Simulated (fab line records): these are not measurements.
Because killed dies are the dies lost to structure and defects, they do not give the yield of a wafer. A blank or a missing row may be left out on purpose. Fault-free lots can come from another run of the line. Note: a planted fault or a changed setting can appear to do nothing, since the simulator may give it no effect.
Split-lot experiment -- flow n5-finfet -- 7 lots, 39 wafers read, on a route of 1938 steps

== ABOUT THE SPLIT ==
At N5_BEOL_M0_SAQP_ETCH_107 (etches SiNx in CH3F/O2, target depth 30 nm), the setting target-depth-a was moved away from the recipe's 300 angstrom on 18 of the 39 wafers read, by -41.0% to +50.5%. For the rest of the wafers, this setting stayed at what the recipe calls for.

The split's own step is where the reading is taken.

== THE READING ==
BEOL_M0_SAQP.feature-depth-nm (the simulator's own value, which no gauge read), in nm, at N5_BEOL_M0_SAQP_ETCH_107 (etches SiNx in CH3F/O2, target depth 30 nm). There is no usual value for it anywhere in the file. Average 29.8 nm, standard deviation 0.48 nm, over the 21 wafers here run with the recipe.

wafer,"tool, chamber at the split","target-depth-a as run, angstrom",against the recipe,"BEOL_M0_SAQP.feature-depth-nm, nm",against lot-mates on the recipe
L078.1,"rie-diel-01, 1",177.1,-41.0%,18,-11.8
L078.2,"rie-diel-01, 0",177.1,-41.0%,17.6,-12.2
L078.3,"rie-diel-01, 3",300,recipe,30,-
L078.4,"rie-diel-01, 2",300,recipe,29.6,-
L078.5,"rie-diel-01, 0",300,recipe,29.8,-
L078.6,"rie-diel-01, 1",177.1,-41.0%,17.8,-12.0
L081.1,"rie-diel-01, 0,1,3",385.3,+28.4%,38.6,+8.8
L081.2,"rie-diel-01, 0,1,3",385.3,+28.4%,38.6,+8.8
L081.6,"rie-diel-01, 0,1,3",385.3,+28.4%,38.6,+8.8
L081.3,"rie-diel-01, 2",300,recipe,29.2,-
L081.4,"rie-diel-01, 3",300,recipe,30.2,-
L081.5,"rie-diel-01, 0",300,recipe,30,-
L088.1,"rie-diel-05, 0,3",227.3,-24.2%,23,-6.3
L088.2,"rie-diel-05, 0,3",227.3,-24.2%,23,-6.3
L088.3,"rie-diel-05, 2,1",300,recipe,29.2,-
L088.4,"rie-diel-05, 2,1",300,recipe,29.2,-
L088.5,"rie-diel-05, 1",227.3,-24.2%,22.2,-7.1
L088.6,"rie-diel-05, 2",300,recipe,29.4,-
L089.1,"rie-diel-02, 0",185.3,-38.2%,19,-10.9
L089.2,"rie-diel-02, 1",185.3,-38.2%,18.6,-11.3
L089.3,"rie-diel-02, 3",185.3,-38.2%,18,-11.9
L089.4,"rie-diel-02, 2",300,recipe,29.8,-
L089.5,"rie-diel-02, 1",300,recipe,29.6,-
L089.6,"rie-diel-02, 0",300,recipe,30.4,-
L092.1,"rie-diel-01, 1,3",387.8,+29.3%,38.8,+9.0
L092.2,"rie-diel-01, 1,3",387.8,+29.3%,38.8,+9.0
L092.3,"rie-diel-01, 2",300,recipe,29.2,-
L092.4,"rie-diel-01, 0",300,recipe,30,-
L092.5,"rie-diel-01, 1",300,recipe,30.2,-
L092.6,"rie-diel-01, 0",387.8,+29.3%,38.4,+8.6
L093.1,"rie-diel-05, 1",451.4,+50.5%,44.2,+13.9
L093.2,"rie-diel-05, 2",451.4,+50.5%,43.6,+13.3
L093.3,"rie-diel-05, 0",300,recipe,30.4,-
L093.6,"rie-diel-05, 0",300,recipe,30.4,-
L093.4,"rie-diel-05, 3",300,recipe,30.2,-
L093.5,"rie-diel-05, 3",451.4,+50.5%,45,+14.7
L096.3,"rie-diel-02, 0",300,recipe,30.8,-
L096.4,"rie-diel-02, 3",300,recipe,29.6,-
L096.5,"rie-diel-02, 3",300,recipe,29.2,-
Rows listing several chambers each stand for several wafers; the file does not say which wafer went through which chamber.

FIT RESULTS
A straight line over all 39 wafers: BEOL_M0_SAQP.feature-depth-nm changes by +0.294 nm for each +1% of target-depth-a; r = +1.00; the points scatter about the line by 0.46 nm.
The same after taking each lot's own level away (the mean of its wafers on the recipe; 39 wafers): +0.29 nm for each +1%; r = +1.00; scatter 0.49 nm.
The reading moves by 15 nm for the largest change in target-depth-a, on that fit.
From 29.27 to 30.33 nm: that is the span of the lots' own levels, equal to 2.2 times the standard deviation above.
The two slopes agree, so the slope changes little with the lot-to-lot level.
Check: for one of the wafers moved furthest among these (+50.5%), held out of the fit, the line's prediction against its lot-mates is +14.7 nm. Against them it came out at +13.9 nm.

== FURTHER SPLITS ON THESE WAFERS ==
Other splits were also applied to these wafers ahead of the reading. Each is held against what the fit with the lots' levels taken away leaves over:
other split on the same wafers,wafers away from the commonest value,r with BEOL_M0_SAQP.feature-depth-nm (lot level and that fit taken away)
N5_ZERO_LAYER_PECVD_02 time-s,12,-0.02
N5_ZERO_LAYER_DEVELOP_10 develop-time-s,18,-0.22
N5_SD_EPI_N_DESCUM_14 time-s,12,-0.13
N5_HKMG_FIN_ETCH_55 time-s,15,-0.03
N5_MOL_CONTACT_COAG_ALD_27 ald-cycles,12,+0.02

== FILE'S OWN FIT ==
BEOL_M0_SAQP.feature-depth-nm changes by +0.29 nm for each +1% of target-depth-a, r = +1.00.
